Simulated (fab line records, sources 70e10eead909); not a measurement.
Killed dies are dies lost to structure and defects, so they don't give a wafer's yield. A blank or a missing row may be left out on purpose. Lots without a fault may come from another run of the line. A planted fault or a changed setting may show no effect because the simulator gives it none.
A struck lot beside a sound one | flow nand_harc | 14 steps out of a route of 1159
Sound: wafers L965.1, L965.3, L965.5. Struck: wafer L975.4. (L975.1, L975.6 of the same lot were not struck and are left out.) The cause comes at the end.
At each step with rows: each side's tool, then ch and its chambers, then its first start. Under that, the readings that differ: sound wafers | struck wafers | difference of the means | sigmas: that difference in standard deviations of wafers without a fault.
alike: readings whose means differ by less than 2 such deviations, and words and numbers that are the same on both sides. not compared: withheld readings, readings that some wafer has no value for, bounds like >300 that may hide the same value, and numbers for which the record gives no deviation and whose values overlap.
The two part at a step that has a row with sigmas, a row that says differs or no value, or rows on one side only. Numbers that don't overlap but have no deviation are shown without sigmas and don't part them. A reading that every wafer of one side lacks parts them only if that side has two wafers or more.

first, 9 steps without rows for these wafers: NHARC_A_STAIRCASE_DEHYDRATE_176 (time 120 s); NHARC_A_STAIRCASE_HMDS_177 (time 30 s); NHARC_A_STAIRCASE_COAT_178; NHARC_A_STAIRCASE_SOFTBAKE_179 (time 170 s); NHARC_A_STAIRCASE_EBR_180; NHARC_A_STAIRCASE_EXPOSE_181 (exposes mask STAIR 2); NHARC_A_STAIRCASE_PEB_182 (peb time 130 s); NHARC_A_STAIRCASE_DEVELOP_183 (time 140 s); NHARC_A_STAIRCASE_HARDBAKE_185 (time 140 s).
NHARC_A_STAIRCASE_DESCUM_186: chemistry O2, time 3 s.
  sound on rie_diel-06 ch 1,3, day 10 09:36; struck on rie_diel-07 ch 1, day 13 06:38
  reading                     | sound       | struck | difference | sigmas
  drypump_motor_current_A (A) | 4.8 5.7 4.8 | 5.9    | +0.8       | +2
  alike: chamber_pressure_mTorr, oes_product_au, rf_vpp_V, showerhead_plenum_p_Torr, throttle_valve_pct
  not compared: rf_hours_counter_h
NHARC_A_STAIRCASE_TRIM_187: chemistry O2, time 211.2 s.
  sound on rie_diel-06 ch 0,3, day 10 09:43; struck on rie_diel-07 ch 3, day 13 06:44
  alike: chamber_pressure_mTorr, drypump_motor_current_A, oes_product_au, rf_vpp_V, showerhead_plenum_p_Torr, throttle_valve_pct
  not compared: rf_hours_counter_h
NHARC_A_STAIRCASE_ETCH_188: etches the open film in C4F8/O2, target depth 100 nm, time 40.5 s.
  sound on rie_diel-06 ch 0,1, day 10 09:53; struck on rie_diel-07 ch 1, day 13 06:53
  reading          | sound             | struck | difference | sigmas
  run_length_s (s) | 62.29 61.50 61.82 | 49.86  | -12.01     | -43
  alike: chamber_pressure_mTorr, oes_product_au, rf_vpp_V
  not compared: rf_fwd_power_W, rf_hours_counter_h
NHARC_A_STAIRCASE_TRIM_189: chemistry O2, time 211.2 s.
  sound on rie_diel-06 ch 0,1; struck on rie_diel-07 ch 3
  reading               | sound             | struck | difference | sigmas
  oes_product_au (a.u.) | 0.986 0.986 0.985 | 1.016  | +0.030     | +2
  alike: chamber_pressure_mTorr, drypump_motor_current_A, rf_vpp_V, showerhead_plenum_p_Torr, throttle_valve_pct
  not compared: rf_hours_counter_h
-- the record jumps here: 8 days lie between the struck wafers' starts before and after (it left off in module A_STAIRCASE and takes up again in module END, whose first step shown is number 1159 of the route) --
NHARC_END_SORT_01:
  the record has rows for the struck wafers here (prober-01 ch 0, day 21 12:40) and none for the sound ones

WHERE THEY PART
First at NHARC_A_STAIRCASE_DESCUM_186; last, within this record, at NHARC_END_SORT_01.

WHY: what the simulator had put in
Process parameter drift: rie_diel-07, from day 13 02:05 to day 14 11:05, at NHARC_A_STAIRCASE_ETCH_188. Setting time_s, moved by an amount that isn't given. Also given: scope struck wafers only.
